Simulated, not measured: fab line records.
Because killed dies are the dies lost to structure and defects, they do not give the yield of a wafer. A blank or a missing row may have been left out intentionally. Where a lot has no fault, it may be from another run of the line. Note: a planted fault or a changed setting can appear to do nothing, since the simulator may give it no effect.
Chamber matching ; flow n5-finfet ; 4 sister chambers for N5_BEOL_M8_STRIP_19 on rie-diel-03
The step strips in O2. 16 wafers are shown with their chamber, then 8 later ones without.

## WAFERS WITH THEIR CHAMBER
wafer;chamber;showerhead-plenum-p-Torr (Torr);throttle-valve-pct (%);oes-product-au (a.u.)
L078.1;2;1.92;16.96;0.73
L078.2;1;2.13;16.81;0.89
L078.5;3;2.19;16.88;0.75
L081.1;3;2.18;16.92;0.75
L081.3;2;1.91;17.00;0.73
L081.6;3;2.18;16.92;0.75
L083.1;1;2.13;16.84;0.88
L083.3;3;2.18;16.91;0.75
L083.4;2;1.91;16.99;0.73
L084.1;1;2.13;16.84;0.87
L084.3;3;2.18;16.93;0.75
L084.6;3;2.18;16.92;0.75
L088.2;0;2.06;16.25;0.96
L088.4;2;1.91;17.01;0.72
L088.5;2;1.91;17.03;0.72
L095.2;1;2.12;16.90;0.84

SIGNATURES (means of the wafers above)
reading;chamber 0;chamber 1;chamber 2;chamber 3;scatter within a chamber
showerhead-plenum-p-Torr;2.0600;2.1275;1.9120;2.1817;0.00446
throttle-valve-pct;16.2500;16.8475;16.9980;16.9133;0.0266
oes-product-au;0.9600;0.8700;0.7260;0.7500;0.0113
Rule: distance of a wafer from a chamber = root of the sum over the readings of ((wafer's reading minus chamber's mean) / reading's scatter) squared. The wafer belongs to the nearest chamber; if the next one is less than 2 further off, it can't be placed. The scatter: take each reading less its chamber's mean, square it, sum over the shown wafers, divide by the number of wafers less the number of chambers, and take the root.

## WAFERS WHOSE CHAMBER IS MISSING
wafer;showerhead-plenum-p-Torr (Torr);throttle-valve-pct (%);oes-product-au (a.u.)
L095.3;2.17;16.96;0.72
L095.5;2.06;16.28;0.93
L094.1;2.06;16.27;0.92
L094.2;2.17;16.94;0.73
L094.6;1.90;17.05;0.71
L093.3;1.91;17.02;0.70
L093.5;2.12;16.91;0.83
L093.6;1.90;17.03;0.70

## EACH ONE'S CHAMBER
wafer;from the rows above;in truth
L095.3;3;3
L095.5;0;0
L094.1;0;0
L094.2;3;3
L094.6;2;2
L093.3;2;2
L093.5;1;1
L093.6;2;2
Correct placement for 8 of the 8. Left unplaced by these rows: 0. Placed wrongly: 0.
